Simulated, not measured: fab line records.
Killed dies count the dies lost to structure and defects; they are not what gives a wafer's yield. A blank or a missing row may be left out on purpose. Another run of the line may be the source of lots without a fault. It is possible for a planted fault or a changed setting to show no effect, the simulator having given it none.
fab line records	flow nand_harc
[record] lots = 24	wafers = 72	last_day = 24
route steps=1159 shown P_ZERO_WELL@17 P_STI@109 P_GATE@174 P_CONTACT@234
lots that met no fault: from a run of the same line without faults
start_h: the number of hours between the record's first day and the start of the first shown wafer of the lot	wait_h: time in hours since the lot's previous step	" the same as in the row above	L1.1+2: one row covering several wafers at once	- either no value or no given start	* or withheld: withheld	< > ~ a bound
route shown NAME@n: names a module that has steps shown in the file, with the first one's number in the route	usual: mean/standard deviation of fault-free wafers	same: alike in all rows	chamber/n: place in a boat	sites: per-site readings	_std_site: the values' standard deviation	_edge_site: mean of outer sites minus mean of inner sites	radius_mm: how far each site lies from the wafer's centre	mask NAME#n: copy n	behind: the last tool/chamber to shape the wafer	hold: reason for holding the lot/hours on hold/outcome of the hold	device: which transistor (n, p or np) failed to switch	end of line: at the end of the route, the tests of the same wafers	a step with no rows: only its recipe	killed: count of dies lost to structure and defects at first sort (not the wafer's yield)	map: shows each die of a wafer: x if killed, . if not, _ if none is there
set.NAME: the setting as run; set.NAME@STEP: as run at that earlier step	model.NAME: the simulator's own value behind a step, which no gauge read
steps of the route over a sample of lots; a table a step, a row a wafer
services: from which hour (start_h, from the record's first day; less than 0 if before it) a tool's chamber was out of use, for how many hours, and why
[[steps]]
[step NHARC_P_ZERO_WELL_ETCH_65]
[recipe] target_depth_a = 800	overetch_a = 240	time_s = 87.88	ion_energy_ev = 200	n2_flow_sccm = 150	h2_flow_sccm = 150	ar_flow_sccm = 0	rf_w = 400	bias_w = 150	chemistry = N2/H2
[usual] drypump_motor_current_A = 5.6/0.54	oes_product_au = 0.999/0.0098	rf_fwd_power_W = 397.2/1.5	rf_vpp_V = 430.9/2.4	showerhead_plenum_p_Torr = 2.06/0.083	throttle_valve_pct = 14.171/0.0091
lot.wafer	tool	chamber	start_h	wait_h	drypump_motor_current_A	oes_product_au	rf_fwd_power_W	rf_hours_counter_h	rf_vpp_V	showerhead_plenum_p_Torr	throttle_valve_pct
L074.4	rie_diel-12	3	13.50	0.1	6.1	0.994	398.0	9	431.5	2.12	14.175
L074.5	"	2	"	"	5.8	1.001	395.3	-	428.1	1.94	14.168
L074.6	"	3	"	"	6.1	1.011	398.8	-	431.9	2.12	14.152
L075.1	rie_diel-12	0	19.37	0.1	5.8	1.013	398.6	8	432.2	2.10	14.177
L075.6	"	2	"	"	5.9	0.993	395.9	-	427.8	1.94	14.158
L075.5	"	3	"	"	6.1	1.010	400.7	-	432.0	2.12	14.191
L076.3	rie_diel-11	3	25.50	0.1	5.3	0.988	399.6	0	431.8	2.16	14.167
L076.6	"	1	"	"	5.8	0.987	397.6	-	428.3	1.98	14.166
L076.5	"	2	"	"	4.7	0.989	398.5	-	428.1	1.96	14.182
L077.1	rie_diel-01	2	31.48	0.1	5.3	1.011	399.9	4	431.6	2.13	14.184
L077.2	"	3	"	"	5.2	0.994	394.5	4	428.8	2.01	14.174
L077.4	"	1	"	"	6.5	0.989	398.8	4	432.8	2.10	14.160
L078.4	rie_diel-12	3	37.49	0.1	6.1	0.990	396.8	0	432.3	2.12	14.162
L078.6	"	2	"	"	5.8	0.996	396.3	-	427.0	1.94	14.185
L078.5	"	3	"	"	6.1	0.979	397.8	-	434.6	2.12	14.191
L079.2	rie_diel-11	1	43.50	0.1	5.8	0.995	398.0	1	426.6	1.98	14.160
L079.1	"	0	"	"	5.6	1.003	396.6	1	435.7	2.19	14.166
L079.6	"	2	"	"	4.7	0.995	396.9	-	429.2	1.96	14.183
L080.3	rie_diel-01	3	49.37	0.1	5.2	0.997	397.6	6	430.9	2.01	14.176
L080.6	"	3	"	"	5.2	0.983	399.2	-	428.7	2.01	14.180
L080.5	"	2	"	"	5.3	1.010	397.8	-	433.7	2.13	14.169
L081.2	rie_diel-11	2	55.35	0.1	4.6	0.993	395.6	1	429.4	1.96	14.170
L081.1	"	3	"	"	5.3	0.985	397.7	1	433.9	2.16	14.158
L081.4	"	0	"	"	5.7	1.015	396.1	2	435.2	2.19	14.173
L082.4	rie_diel-01	3	61.50	0.1	5.2	0.998	396.5	7	429.7	2.01	14.185
L082.6	"	1	"	"	6.5	1.003	396.7	-	432.6	2.10	14.152
L082.5	"	2	"	"	5.3	1.015	397.6	-	432.6	2.13	14.187
L083.4	rie_diel-12	2	67.67	0.1	5.8	0.993	396.2	3	428.0	1.94	14.179
L083.5	"	0	"	"	5.9	1.008	397.9	-	432.5	2.10	14.169
L083.6	"	1	"	"	6.5	1.009	397.1	-	430.0	2.04	14.168
L084.4	rie_diel-12	2	73.49	0.1	5.8	0.995	396.5	3	427.0	1.94	14.180
L084.1	"	3	"	"	6.1	0.987	397.6	3	433.2	2.12	14.167
L084.2	"	0	"	"	5.8	1.016	397.1	3	433.2	2.10	14.172
L085.4	rie_diel-01	0	79.37	0.1	5.2	0.994	396.0	6	430.4	1.99	14.181
L085.2	"	2	"	"	5.3	1.014	396.8	8	433.5	2.13	14.181
L085.6	"	0	"	"	5.1	1.000	396.4	-	430.3	1.99	14.164
L086.1	rie_diel-11	0	85.37	0.1	5.7	0.996	397.5	3	434.6	2.18	14.174
L086.3	"	1	"	"	5.8	1.008	397.1	4	428.2	1.98	14.164
L086.6	"	3	"	"	5.3	1.006	394.8	-	433.8	2.16	14.165
L087.1	rie_diel-11	2	91.38	0.1	4.7	0.988	397.3	5	427.8	1.95	14.155
L087.6	"	3	"	"	5.3	1.015	398.3	-	432.9	2.16	14.180
L087.5	"	0	"	"	5.6	1.016	395.6	-	433.9	2.18	14.158
L088.1	rie_diel-11	2	97.38	0.1	4.7	0.991	398.2	5	427.5	1.95	14.170
L088.3	"	0	"	"	5.6	1.008	394.7	4	434.0	2.18	14.166
L088.6	"	1	"	"	5.8	1.001	399.3	-	429.2	1.98	14.174
L089.4	rie_diel-12	1	103.44	0.1	6.5	1.005	394.7	5	431.7	2.04	14.160
L089.5	"	3	"	"	6.1	0.973	396.6	-	433.9	2.12	14.180
L089.6	"	0	"	"	5.9	1.006	395.9	-	432.4	2.10	14.190
L090.1	rie_diel-12	3	109.37	0.1	6.1	0.987	396.5	5	432.2	2.12	14.182
L090.4	"	1	"	"	6.5	1.001	397.8	5	432.3	2.04	14.180
L090.5	"	2	"	"	5.9	0.999	398.0	-	426.4	1.94	14.169
L091.1	rie_diel-01	2	115.65	0.1	5.3	1.004	398.4	12	432.4	2.13	14.181
L091.4	"	0	"	"	5.1	0.993	397.3	10	430.8	1.99	14.171
L091.3	"	1	"	"	6.5	0.995	397.5	11	432.3	2.10	14.188
L092.2	rie_diel-01	3	121.49	0.1	5.2	0.993	397.8	12	431.0	2.01	14.169
L092.1	"	0	"	"	5.2	1.003	396.4	10	428.3	1.99	14.162
L092.5	"	2	"	"	5.3	1.013	399.0	-	433.1	2.13	14.174
L093.3	rie_diel-12	1	127.48	0.1	6.5	1.010	396.1	6	431.1	2.04	14.170
L093.4	"	2	"	"	5.9	0.994	394.6	6	428.4	1.94	14.161
L093.1	"	3	"	"	6.1	0.986	399.1	6	432.2	2.12	14.168
L094.1	rie_diel-01	3	133.48	0.1	5.2	0.998	397.1	13	428.5	2.01	14.158
L094.2	"	0	"	"	5.1	0.990	397.8	10	430.0	1.99	14.165
L094.4	"	2	"	"	5.3	1.003	399.9	13	434.1	2.13	14.183
L095.4	rie_diel-11	1	139.51	0.1	5.8	1.006	397.1	7	428.4	1.98	14.172
L095.3	"	2	"	"	4.7	0.983	396.4	7	429.0	1.95	14.171
L095.6	"	3	"	"	5.3	0.997	396.0	-	432.9	2.16	14.182
L096.2	rie_diel-11	2	145.56	0.1	4.7	0.987	394.7	7	428.4	1.95	14.157
L096.1	"	0	"	"	5.6	1.012	396.6	8	433.1	2.18	14.161
L096.6	"	2	"	"	4.7	1.002	397.3	-	429.2	1.95	14.181
L097.2	rie_diel-11	2	151.37	0.1	4.7	0.987	397.1	8	429.9	1.95	14.167
L097.1	"	0	"	"	5.6	1.002	396.8	8	434.8	2.18	14.169
L097.4	"	1	"	"	5.8	1.007	398.3	8	429.5	1.98	14.159
[step NHARC_P_STI_INSPECT_25]
[usual] raw_defect_count = 242/86
lot.wafer	tool	chamber	start_h	wait_h	raw_defect_count
L074.4	defect_inspect-01	-	64.77	0.4	322
L074.5	"	-	"	"	307
L074.6	"	-	"	"	269
L075.1	defect_inspect-02	-	72.91	0.4	234
L075.5	"	-	"	"	172
L075.6	"	-	"	"	300
L077.1	defect_inspect-02	-	81.01	0.4	235
L077.2	"	-	"	"	194
L077.4	"	-	"	"	311
L076.3	defect_inspect-01	-	81.02	0.4	214
L076.5	"	-	"	"	126
L076.6	"	-	"	"	135
L078.4	defect_inspect-02	-	87.03	0.4	226
L078.5	"	-	"	"	253
L078.6	"	-	"	"	129
L079.1	defect_inspect-01	-	95.80	0.4	168
L079.2	"	-	"	"	146
L079.6	"	-	"	"	265
L081.1	defect_inspect-01	-	102.97	0.4	221
L081.2	"	-	"	"	238
L081.4	"	-	"	"	304
L080.3	defect_inspect-02	-	102.98	0.4	92
L080.5	"	-	"	"	152
L080.6	"	-	"	"	189
L082.4	defect_inspect-01	-	112.38	0.4	330
L082.5	"	-	"	"	273
L082.6	"	-	"	"	267
L083.4	defect_inspect-01	-	120.48	0.4	178
L083.5	"	-	"	"	237
L083.6	"	-	"	"	174
L084.1	defect_inspect-01	-	126.83	0.4	300
L084.2	"	-	"	"	461
L084.4	"	-	"	"	264
L085.2	defect_inspect-02	-	126.83	0.4	335
L085.4	"	-	"	"	271
L085.6	"	-	"	"	218
L088.1	defect_inspect-02	-	143.28	0.4	316
L088.3	"	-	"	"	429
L088.6	"	-	"	"	372
L087.1	defect_inspect-01	-	143.28	0.4	259
L087.5	"	-	"	"	297
L087.6	"	-	"	"	247
L086.1	defect_inspect-01	-	143.29	0.4	203
L086.3	"	-	"	"	309
L086.6	"	-	"	"	209
L090.1	defect_inspect-01	-	157.22	0.4	272
L090.4	"	-	"	"	202
L090.5	"	-	"	"	307
L089.4	defect_inspect-02	-	157.22	0.4	176
L089.5	"	-	"	"	210
L089.6	"	-	"	"	128
L091.1	defect_inspect-01	-	166.52	0.4	170
L091.3	"	-	"	"	192
L091.4	"	-	"	"	206
L092.1	defect_inspect-01	-	173.06	0.4	245
L092.2	"	-	"	"	233
L092.5	"	-	"	"	252
L093.1	defect_inspect-02	-	178.26	0.4	129
L093.3	"	-	"	"	165
L093.4	"	-	"	"	132
L094.1	defect_inspect-02	-	185.55	0.4	252
L094.2	"	-	"	"	197
L094.4	"	-	"	"	292
L095.3	defect_inspect-01	-	191.64	0.4	268
L095.4	"	-	"	"	322
L095.6	"	-	"	"	274
L096.1	defect_inspect-02	-	198.21	0.4	247
L096.2	"	-	"	"	207
L096.6	"	-	"	"	417
L097.1	defect_inspect-01	-	205.58	0.4	342
L097.2	"	-	"	"	371
L097.4	"	-	"	"	237
[step NHARC_P_GATE_STRIP_111]
[recipe] power_w = 1500	temp_c = 110	time_s = 250	chemistry = N2/H2
[usual] drypump_motor_current_A = 5.6/0.41	heater_power_w = 86/11	rf_refl_power_W = 17/6.3
lot.wafer	tool	chamber	start_h	wait_h	drypump_motor_current_A	heater_power_w	rf_hours_counter_h	rf_refl_power_W
L074.4	plasma_asher-02	0	103.25	0.7	6.0	86	-	7
L074.5	"	1	"	"	5.6	92	-	21
L074.6	"	0	"	"	6.0	83	-	7
L075.1	plasma_asher-02	0	112.46	0.2	6.0	84	30	8
L075.5	"	0	"	"	6.0	84	-	7
L075.6	"	1	"	"	5.6	94	-	21
L077.1	plasma_asher-01	1	115.32	0.2	4.9	71	1	24
L077.2	"	0	"	"	5.9	97	1	16
L077.4	"	0	"	"	5.9	96	-	16
L076.3	plasma_asher-02	0	116.03	0.3	5.9	86	-	6
L076.6	"	1	"	"	5.6	94	-	21
L076.5	"	0	"	"	5.9	85	-	7
L078.4	plasma_asher-02	0	122.10	0.3	6.0	86	-	7
L078.5	"	1	"	"	5.6	93	-	21
L078.6	"	0	"	"	6.0	84	-	8
L079.2	plasma_asher-01	1	134.99	0.2	4.9	69	8	24
L079.1	"	0	"	"	5.9	96	8	16
L079.6	"	0	"	"	5.9	96	-	16
L081.2	plasma_asher-02	1	135.54	0.2	5.6	94	38	22
L081.1	"	0	"	"	6.0	83	38	8
L081.4	"	1	"	"	5.6	93	-	21
L080.3	plasma_asher-01	1	136.00	0.3	4.9	71	-	24
L080.5	"	0	"	"	5.9	98	-	17
L080.6	"	1	"	"	4.9	71	-	23
L082.4	plasma_asher-02	1	153.57	0.3	5.6	94	-	22
L082.5	"	0	"	"	6.0	85	-	7
L082.6	"	1	"	"	5.5	93	-	22
L083.4	plasma_asher-02	0	156.60	0.3	6.0	84	-	8
L083.6	"	1	"	"	5.6	91	-	21
L083.5	"	0	"	"	6.0	84	-	7
L084.2	plasma_asher-01	1	161.03	0.2	4.9	69	19	23
L084.1	"	0	"	"	5.9	96	19	15
L084.4	"	0	"	"	5.9	99	-	16
L085.2	plasma_asher-01	0	162.44	0.2	5.9	97	20	16
L085.4	"	0	"	"	5.9	98	-	16
L085.6	"	0	"	"	5.9	97	-	17
L088.1	plasma_asher-01	0	177.99	0.2	5.9	99	25	15
L088.3	"	1	"	"	4.9	71	-	23
L088.6	"	0	"	"	5.9	99	-	17
L087.1	plasma_asher-02	1	178.19	0.2	5.6	92	54	20
L087.6	"	0	"	"	6.0	83	-	7
L087.5	"	1	"	"	5.6	95	-	21
L086.1	plasma_asher-02	1	178.51	0.4	5.6	96	55	21
L086.3	"	0	"	"	6.0	85	-	7
L086.6	"	0	"	"	5.9	84	-	7
L089.4	plasma_asher-01	0	193.74	0.3	5.9	95	-	17
L089.5	"	1	"	"	4.9	68	-	23
L089.6	"	0	"	"	5.9	97	-	16
L090.1	plasma_asher-01	1	194.55	0.2	4.9	69	32	24
L090.4	"	0	"	"	5.9	98	-	16
L090.5	"	1	"	"	5.0	69	-	24
L091.1	plasma_asher-01	0	201.42	0.2	5.9	97	35	16
L091.3	"	1	"	"	4.9	70	-	23
L091.4	"	0	"	"	5.9	94	-	16
L092.1	plasma_asher-01	0	211.42	0.2	5.9	95	37	17
L092.2	"	1	"	"	4.9	70	37	24
L092.5	"	0	"	"	5.8	97	-	16
L093.1	plasma_asher-02	1	216.19	0.2	5.6	94	5	21
L093.3	"	1	"	"	5.6	96	-	22
L093.4	"	0	"	"	5.9	81	-	7
L094.1	plasma_asher-01	1	223.19	0.2	4.9	69	41	23
L094.2	"	0	"	"	5.9	98	41	17
L094.4	"	1	"	"	4.9	70	-	24
L095.3	plasma_asher-01	1	226.41	0.3	4.9	68	-	23
L095.4	"	0	"	"	5.9	97	-	16
L095.6	"	1	"	"	4.9	70	-	23
L096.1	plasma_asher-02	1	232.84	0.2	5.6	93	11	22
L096.2	"	0	"	"	6.0	83	11	7
L096.6	"	1	"	"	5.6	95	-	22
L097.2	plasma_asher-02	1	242.19	0.2	5.6	95	16	21
L097.1	"	0	"	"	6.0	82	16	7
L097.4	"	0	"	"	6.0	81	-	7
[step NHARC_P_GATE_STRIP_113]
[recipe] power_w = 1500	temp_c = 110	time_s = 740	chemistry = N2/H2
[usual] drypump_motor_current_A = 5.5/0.44	heater_power_w = 85/11	rf_refl_power_W = 18/5.8
lot.wafer	tool	chamber	start_h	wait_h	drypump_motor_current_A	heater_power_w	rf_hours_counter_h	rf_refl_power_W
L074.4	plasma_asher-02	0	106.93	0.5	6.0	85	-	8
L074.5	"	1	"	"	5.6	93	-	21
L074.6	"	0	"	"	6.0	85	-	7
L075.1	plasma_asher-01	1	115.97	0.2	4.9	68	1	24
L075.6	"	1	"	"	5.0	69	-	24
L075.5	"	0	"	"	5.9	95	-	16
L077.2	plasma_asher-01	1	118.73	0.2	4.9	70	3	23
L077.1	"	0	"	"	5.9	99	3	15
L077.4	"	0	"	"	5.9	96	-	15
L076.3	plasma_asher-01	1	119.75	0.5	4.9	71	-	23
L076.5	"	1	"	"	4.9	69	-	24
L076.6	"	0	"	"	5.9	97	-	16
L078.4	plasma_asher-02	0	125.90	0.5	6.0	83	-	7
L078.6	"	1	"	"	5.5	96	-	21
L078.5	"	0	"	"	6.0	84	-	7
L079.2	plasma_asher-02	1	138.66	0.2	5.6	93	39	22
L079.1	"	0	"	"	6.0	84	39	7
L079.6	"	0	"	"	6.0	82	-	7
L081.2	plasma_asher-01	1	139.15	0.2	4.9	69	10	24
L081.1	"	0	"	"	5.9	97	10	15
L081.4	"	1	"	"	4.9	73	-	23
L080.3	plasma_asher-02	0	139.79	0.5	6.0	84	-	7
L080.5	"	1	"	"	5.5	91	-	21
L080.6	"	0	"	"	6.0	84	-	7
L082.4	plasma_asher-01	1	157.17	0.3	4.9	69	-	24
L082.5	"	1	"	"	5.0	71	-	23
L082.6	"	0	"	"	5.9	96	-	16
L083.4	plasma_asher-01	1	160.15	0.5	4.9	70	-	23
L083.6	"	0	"	"	5.9	93	-	17
L083.5	"	1	"	"	4.9	70	-	24
L084.2	plasma_asher-01	0	164.38	0.2	5.9	99	21	16
L084.1	"	1	"	"	4.9	71	21	23
L084.4	"	1	"	"	4.9	71	-	23
L085.2	plasma_asher-02	0	166.06	0.3	6.0	87	50	7
L085.4	"	1	"	"	5.6	94	-	20
L085.6	"	1	"	"	5.6	93	-	21
L088.1	plasma_asher-01	0	181.50	0.2	5.9	96	27	16
L088.3	"	0	"	"	5.9	95	-	16
L088.6	"	1	"	"	4.9	71	-	23
L087.1	plasma_asher-02	0	181.78	0.2	5.9	83	56	7
L087.6	"	0	"	"	5.9	85	-	8
L087.5	"	1	"	"	5.6	91	-	22
L086.1	plasma_asher-01	1	182.39	0.5	4.9	69	27	23
L086.3	"	0	"	"	5.9	96	-	17
L086.6	"	0	"	"	5.9	96	-	16
L089.4	plasma_asher-01	0	197.31	0.3	5.9	95	-	17
L089.5	"	0	"	"	5.9	98	-	17
L089.6	"	1	"	"	4.9	72	-	23
L090.1	plasma_asher-01	0	198.10	0.2	5.9	97	34	16
L090.4	"	0	"	"	5.9	96	-	16
L090.5	"	0	"	"	5.9	97	-	16
L091.1	plasma_asher-02	0	204.79	0.2	6.0	83	4	7
L091.3	"	0	"	"	6.0	81	-	7
L091.4	"	1	"	"	5.6	95	-	21
L092.1	plasma_asher-01	0	215.02	0.2	5.9	96	37	16
L092.2	"	1	"	"	4.9	72	37	23
L092.5	"	0	"	"	5.9	97	-	16
L093.1	plasma_asher-01	1	219.66	0.3	5.0	71	39	23
L093.3	"	0	"	"	5.9	95	-	17
L093.4	"	1	"	"	4.9	69	-	24
L094.2	plasma_asher-02	1	226.88	0.2	5.5	93	9	21
L094.1	"	0	"	"	6.0	79	9	8
L094.4	"	1	"	"	5.6	93	-	21
L095.4	plasma_asher-01	1	233.30	0.3	4.9	70	-	23
L095.3	"	0	"	"	5.9	99	-	17
L095.6	"	1	"	"	4.9	69	-	24
L096.1	plasma_asher-02	0	236.30	0.2	6.0	81	14	7
L096.2	"	1	"	"	5.5	94	14	21
L096.6	"	0	"	"	6.0	82	-	8
L097.1	plasma_asher-01	1	245.55	0.2	4.9	69	49	23
L097.2	"	0	"	"	5.9	98	49	17
L097.4	"	0	"	"	5.9	96	-	16
[step NHARC_P_GATE_DEGAS_109]
[recipe] temp_c = 300	time_s = 60
[usual] heater_power_w = 455/58
lot.wafer	tool	chamber	start_h	wait_h	heater_power_w
L074.4	pvd_sputter-02	-	108.17	0.1	419
L074.6	"	-	"	"	406
L074.5	"	-	"	"	504
L075.1	pvd_sputter-03	-	117.64	0.1	409
L075.6	"	-	"	"	414
L075.5	"	-	"	"	523
L077.1	pvd_sputter-03	-	120.31	0.1	415
L077.2	"	-	"	"	536
L077.4	"	-	"	"	470
L076.3	pvd_sputter-03	-	121.14	0.1	422
L076.5	"	-	"	"	475
L076.6	"	-	"	"	423
L078.4	pvd_sputter-02	-	127.13	0.1	515
L078.5	"	-	"	"	412
L078.6	"	-	"	"	531
L079.1	pvd_sputter-02	-	140.24	0.1	556
L079.2	"	-	"	"	526
L079.6	"	-	"	"	562
L081.2	pvd_sputter-02	-	140.95	0.1	508
L081.4	"	-	"	"	461
L081.1	"	-	"	"	558
L080.3	pvd_sputter-01	-	141.19	0.1	365
L080.5	"	-	"	"	365
L080.6	"	-	"	"	433
L082.4	pvd_sputter-02	-	158.54	0.1	528
L082.5	"	-	"	"	552
L082.6	"	-	"	"	408
L083.4	pvd_sputter-02	-	161.38	0.1	558
L083.5	"	-	"	"	458
L083.6	"	-	"	"	561
L084.4	pvd_sputter-03	-	165.99	0.1	406
L084.2	"	-	"	"	505
L084.1	"	-	"	"	474
L085.4	pvd_sputter-02	-	167.54	0.1	416
L085.2	"	-	"	"	464
L085.6	"	-	"	"	407
L088.1	pvd_sputter-01	-	183.08	0.1	397
L088.3	"	-	"	"	457
L088.6	"	-	"	"	455
L087.1	pvd_sputter-02	-	183.39	0.1	554
L087.6	"	-	"	"	409
L087.5	"	-	"	"	523
L086.1	pvd_sputter-02	-	183.90	0.1	544
L086.3	"	-	"	"	419
L086.6	"	-	"	"	557
L089.4	pvd_sputter-01	-	198.73	0.1	361
L089.6	"	-	"	"	348
L089.5	"	-	"	"	444
L090.1	pvd_sputter-02	-	199.83	0.1	455
L090.4	"	-	"	"	556
L090.5	"	-	"	"	530
L091.4	pvd_sputter-01	-	206.38	0.1	443
L091.3	"	-	"	"	384
L091.1	"	-	"	"	356
L092.1	pvd_sputter-01	-	216.62	0.1	458
L092.2	"	-	"	"	446
L092.5	"	-	"	"	404
L093.3	pvd_sputter-03	-	221.12	0.1	436
L093.1	"	-	"	"	419
L093.4	"	-	"	"	525
L094.1	pvd_sputter-01	-	228.60	0.1	355
L094.2	"	-	"	"	438
L094.4	"	-	"	"	464
L095.3	pvd_sputter-01	-	234.65	0.1	393
L095.4	"	-	"	"	445
L095.6	"	-	"	"	399
L096.1	pvd_sputter-01	-	237.90	0.1	455
L096.2	"	-	"	"	394
L096.6	"	-	"	"	361
L097.4	pvd_sputter-03	-	247.14	0.1	527
L097.1	"	-	"	"	468
L097.2	"	-	"	"	421
[step NHARC_P_CONTACT_INSPECT_14]
[usual] raw_defect_count = 3.8/2.3
lot.wafer	tool	chamber	start_h	wait_h	raw_defect_count
L074.4	defect_inspect-02	-	110.91	0.0	1
L074.5	"	-	"	"	8
L074.6	"	-	"	"	2
L075.1	defect_inspect-01	-	120.46	0.0	3
L075.5	"	-	"	"	3
L075.6	"	-	"	"	3
L077.1	defect_inspect-01	-	123.00	0.0	0
L077.2	"	-	"	"	1
L077.4	"	-	"	"	4
L076.3	defect_inspect-01	-	123.73	0.0	8
L076.5	"	-	"	"	11
L076.6	"	-	"	"	7
L078.4	defect_inspect-02	-	130.04	0.0	3
L078.5	"	-	"	"	7
L078.6	"	-	"	"	5
L079.1	defect_inspect-02	-	143.22	0.0	0
L079.2	"	-	"	"	3
L079.6	"	-	"	"	3
L081.1	defect_inspect-02	-	143.57	0.0	2
L081.2	"	-	"	"	2
L081.4	"	-	"	"	2
L080.3	defect_inspect-01	-	143.86	0.0	7
L080.5	"	-	"	"	2
L080.6	"	-	"	"	3
L082.4	defect_inspect-01	-	161.49	0.0	2
L082.5	"	-	"	"	5
L082.6	"	-	"	"	1
L083.4	defect_inspect-01	-	164.09	0.0	2
L083.5	"	-	"	"	7
L083.6	"	-	"	"	4
L084.1	defect_inspect-01	-	168.55	0.0	8
L084.2	"	-	"	"	2
L084.4	"	-	"	"	7
L085.2	defect_inspect-01	-	170.38	0.0	1
L085.4	"	-	"	"	1
L085.6	"	-	"	"	2
L088.1	defect_inspect-02	-	185.68	0.0	1
L088.3	"	-	"	"	5
L088.6	"	-	"	"	4
L087.1	defect_inspect-01	-	186.10	0.0	8
L087.5	"	-	"	"	1
L087.6	"	-	"	"	1
L086.1	defect_inspect-01	-	186.76	0.0	4
L086.3	"	-	"	"	4
L086.6	"	-	"	"	1
L089.4	defect_inspect-02	-	201.61	0.0	1
L089.5	"	-	"	"	3
L089.6	"	-	"	"	5
L090.1	defect_inspect-01	-	202.55	0.0	4
L090.4	"	-	"	"	2
L090.5	"	-	"	"	2
L091.1	defect_inspect-01	-	208.95	0.0	2
L091.3	"	-	"	"	7
L091.4	"	-	"	"	3
L092.1	defect_inspect-02	-	219.34	0.0	3
L092.2	"	-	"	"	4
L092.5	"	-	"	"	0
L093.1	defect_inspect-02	-	223.90	0.0	5
L093.3	"	-	"	"	4
L093.4	"	-	"	"	2
L094.1	defect_inspect-01	-	231.33	0.0	0
L094.2	"	-	"	"	1
L094.4	"	-	"	"	4
L095.3	defect_inspect-01	-	237.23	0.0	1
L095.4	"	-	"	"	3
L095.6	"	-	"	"	6
L096.1	defect_inspect-02	-	241.16	0.0	6
L096.2	"	-	"	"	4
L096.6	"	-	"	"	5
L097.1	defect_inspect-02	-	250.18	0.0	3
L097.2	"	-	"	"	4
L097.4	"	-	"	"	2
[[services]]
tool	chamber	start_h	hours	kind
plasma_asher-02	-	-3.58	0.4	repair
plasma_asher-02	-	6.52	9.0	pm
rie_diel-11	-	12.50	9.0	pm
rie_diel-12	-	25.46	9.0	pm
plasma_asher-02	-	26.91	1.5	repair
rie_diel-01	0	32.58	20.7	repair
pvd_sputter-02	-	36.01	10.0	pm
pvd_sputter-02	-	60.53	2.4	repair
pvd_sputter-02	-	86.17	0.9	repair
plasma_asher-01	-	99.00	9.0	pm
rie_diel-11	1	101.91	4.0	repair
rie_diel-11	1	123.24	2.7	repair
rie_diel-12	1	130.40	6.2	repair
rie_diel-01	-	137.92	9.0	pm
rie_diel-12	1	145.08	24.0	repair
pvd_sputter-01	-	158.10	10.0	pm
plasma_asher-02	-	183.52	9.0	pm
rie_diel-11	3	189.28	12.8	repair
rie_diel-11	-	189.50	9.0	pm
rie_diel-12	-	202.46	9.0	pm
rie_diel-11	-	212.41	1.0	repair
pvd_sputter-02	-	214.01	10.0	pm
rie_diel-12	-	234.85	15.0	repair
rie_diel-01	1	242.32	12.9	repair
[[key]]
fault none
